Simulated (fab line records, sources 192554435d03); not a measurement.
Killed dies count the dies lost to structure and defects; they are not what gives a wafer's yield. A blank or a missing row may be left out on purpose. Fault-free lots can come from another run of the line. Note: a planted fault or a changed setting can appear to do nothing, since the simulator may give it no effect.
Comparing a struck lot with a sound one ; flow n5 finfet ; 40 out of 1938 route steps
Sound: wafers L243.1, L243.4, L243.5. The struck wafers were L259.3, L259.4, L259.6. Last of all comes the cause.
For every step that has rows: the tool of each side, followed by ch and its chambers, followed by its first start. Under that, the readings that differ: sound wafers ; struck wafers ; difference of the means ; sigmas: that difference in standard deviations of wafers without a fault.
alike: a reading whose means differ by less than 2 such deviations, as well as words and numbers matching on both sides. not compared: withheld readings; readings where some wafer has no value; bounds like >300 that might hide an equal value; numbers whose values overlap and for which the record gives no deviation.
The two part at a step that has a row with sigmas, a row that says differs or no value, or rows on one side only. Numbers that have no deviation but don't overlap get no sigmas and don't part them. Lack of a reading on every wafer of one side parts them only where that side has two or more wafers.

first, 12 steps without rows for these wafers: N5_SD_EPI_N_STRIP_36 (strips in N2/H2); N5_SD_EPI_N_ETCHBACK_44 (etches SiNx in CH3F/O2, stops on SiO2, target depth 14.5 nm); N5_SD_EPI_N_ETCH_45 (etches SiOCN in CH3F/O2, target depth 6 nm); N5_SD_EPI_N_ETCH_16 (etches SiO2 in CHF3/O2, target depth 5 nm); N5_SD_EPI_N_STRIP_47 (strips in CHF3/O2); N5_SD_EPI_N_SD_RECESS_17 (chemistry HBr/Cl2/O2, target depth 41 nm, time 23.7 s, bt time 3 s); N5_SD_EPI_N_STRIP_38 (strips in N2/H2); N5_SD_EPI_N_WET_ETCH_43 (etches SiO2 in dHF, time 14 s, target depth 1.5 nm); N5_SD_EPI_N_STRIP_18 (strips in SPM, time 750 s); N5_SD_EPI_N_SRD_20 (time 30 s); N5_SD_EPI_N_PRECLEAN_48 (cleans in NF3:NH3, afs cycles 2, time 20 s, sublimation time 60 s); N5_SD_EPI_N_VAPOR_ETCH_50 (etches Si in HCl, time 54 s).
N5_SD_EPI_N_EPI_21: deposits Si:P, time 690 s.
  sound on epi rpcvd-01 ch 0, day 3 19:59; struck on epi rpcvd-01 ch 0, day 7 19:37
  alike: susceptor temp C
then, 24 steps without rows for these wafers: N5_SD_EPI_N_PRECLEAN_24 (cleans in O3/DIW, time 60 s); N5_SD_EPI_N_SRD_25 (time 30 s); N5_SD_EPI_N_PRECLEAN_49 (cleans in NF3:NH3, afs cycles 1, time 20 s, sublimation time 60 s); N5_SD_EPI_N_LINER_46 (material SiNx, target thk 3 nm); N5_SD_EPI_P_COAT_34 (time 60 s, resist thk 350 nm); N5_SD_EPI_P_COAT_35 (time 60 s, resist thk 35 nm); N5_SD_EPI_P_COAT_03 (resist thk 150 nm); N5_SD_EPI_P_EBR_05; N5_SD_EPI_P_SOFTBAKE_04 (time 60 s); N5_SD_EPI_P_EXPOSE_06 (exposes mask SD P BLK, target cd 240 nm); N5_SD_EPI_P_PEB_07 (peb time 60 s); N5_SD_EPI_P_DEVELOP_08 (develop time 30 s); N5_SD_EPI_P_DESCUM_14 (chemistry O2, time 7.9 s); N5_SD_EPI_P_ETCH_36 (etches SiARC in CF4, target depth 45.5 nm, time 75.8 s); N5_SD_EPI_P_ETCH_37 (etches SOC in N2/H2, overetch 108 nm, time 486 s); N5_SD_EPI_P_STRIP_38 (strips in N2/H2); N5_SD_EPI_P_ETCHBACK_46 (etches SiNx in CH3F/O2, stops on SiO2, target depth 17.5 nm); N5_SD_EPI_P_ETCH_47 (etches SiOCN in CH3F/O2, target depth 25 nm); N5_SD_EPI_P_ETCH_16 (etches SiO2 in CHF3/O2, target depth 5 nm); N5_SD_EPI_P_STRIP_50 (strips in CHF3/O2); N5_SD_EPI_P_SD_RECESS_17 (chemistry HBr/Cl2/O2, target depth 39.1 nm, bt time 3 s); N5_SD_EPI_P_WET_ETCH_45 (etches SiO2 in dHF, time 10.7 s, target depth 2 nm, rinse time 30 s); N5_SD_EPI_P_STRIP_40 (strips in N2/H2); N5_SD_EPI_P_PRECLEAN_52 (cleans in O3/DIW, time 60 s).
N5_SD_ACTIVATION_RS_MEAS_03: measurement is done with a four-point probe.
  sound on film metro-02, day 4 03:55; struck on film metro-01, day 8 01:54
reading;sound;struck;difference;sigmas
RS_SD_N (ohm/sq);22.3 22.1 22.1;53.3 51.7 53.2;+30.6;+99
  alike: RS_SD_P
-- the record jumps here: 4 days lie between the struck wafers' starts before and after (it left off in module SD_ACTIVATION and takes up again in module BEOL_M4, whose first step shown is number 1111 of the route) --
N5_BEOL_M4_RC_MEAS_101:
  sound on prober-02 ch 0, day 8 14:34; struck on prober-02 ch 0, day 12 10:41
reading;sound;struck;difference;sigmas
DIBL_N (mV/V);39.1 38.0 40.0;26.7 28.6 30.0;-10.6;-6
IOFF_N (nA/um);0.20 0.18 0.21;0.06 0.07 0.09;-0.12;-4
IOFF_N_85C (nA/um);3.6 3.4 3.8;1.3 1.5 1.9;-2.0;-4
IOFF_N_LIN (nA/um);0.090 0.086 0.097;0.034 0.040 0.050;-0.050;-4
ION_N (uA/um);688 693 696;546 561 570;-133;-12
ION_P (uA/um);466 463 470;476 484 494;+18;+2
RC_DENSE_N (ohm.um);19.1 18.9 19.0;47.7 46.2 45.7;+27.5;+55
RC_N (ohm.um);15.5 15.3 15.3;39.0 37.6 37.1;+22.5;+56
REXT_N (ohm.um);75.2 75.0 74.7;165.8 164.9 167.5;+91.1;+51
RS_SD_N (ohm/sq);28.5 28.8 28.6;65.3 64.5 65.8;+36.6;+89
SS_N (mV/dec);71.6 72.3 71.4;70.0 70.4 70.6;-1.4;-2
VT_N (mV);247 246 241;267 263 262;+19;+6
VT_N_LVT (mV);94 94 91;115 113 106;+18;+5
VT_P (mV);-250 -253 -251;-245 -242 -240;+9;+3
  alike: DIBL_P, IOFF_P, SS_P
-- here the record skips 4 days between the struck wafers' starts before and after, leaving off in module BEOL_M4 and picking up in module PASSIVATION (first step shown: number 1936 of the route) --
N5_PASSIVATION_PROBE_49:
  sound on prober-01, day 13 07:34; struck on prober-02, day 16 22:31
reading;sound;struck;difference;sigmas
sort_bin_8_speed (%);0 0 0;91.19 89.66 90.51;+90.45;+99 or more
sort n pass;1053 1062 1062;0 0 0;-1059;-59
sort yield pct (%);89.2 90.0 90.0;0 0 0;-90;-60
  alike: defect limited yield, killed_at_M0_to_M3, killed_at_M4_up, killed at contacts, killed at front end, killed at other, killed dies, killed open, killed short, sort_bin_5_function, sort_bin_6_memory

== WHERE THEY PART ==
Last at N5_PASSIVATION_PROBE_49 as far as this record goes, first at N5_SD_ACTIVATION_RS_MEAS_03.

WHY: whatever the simulator had introduced
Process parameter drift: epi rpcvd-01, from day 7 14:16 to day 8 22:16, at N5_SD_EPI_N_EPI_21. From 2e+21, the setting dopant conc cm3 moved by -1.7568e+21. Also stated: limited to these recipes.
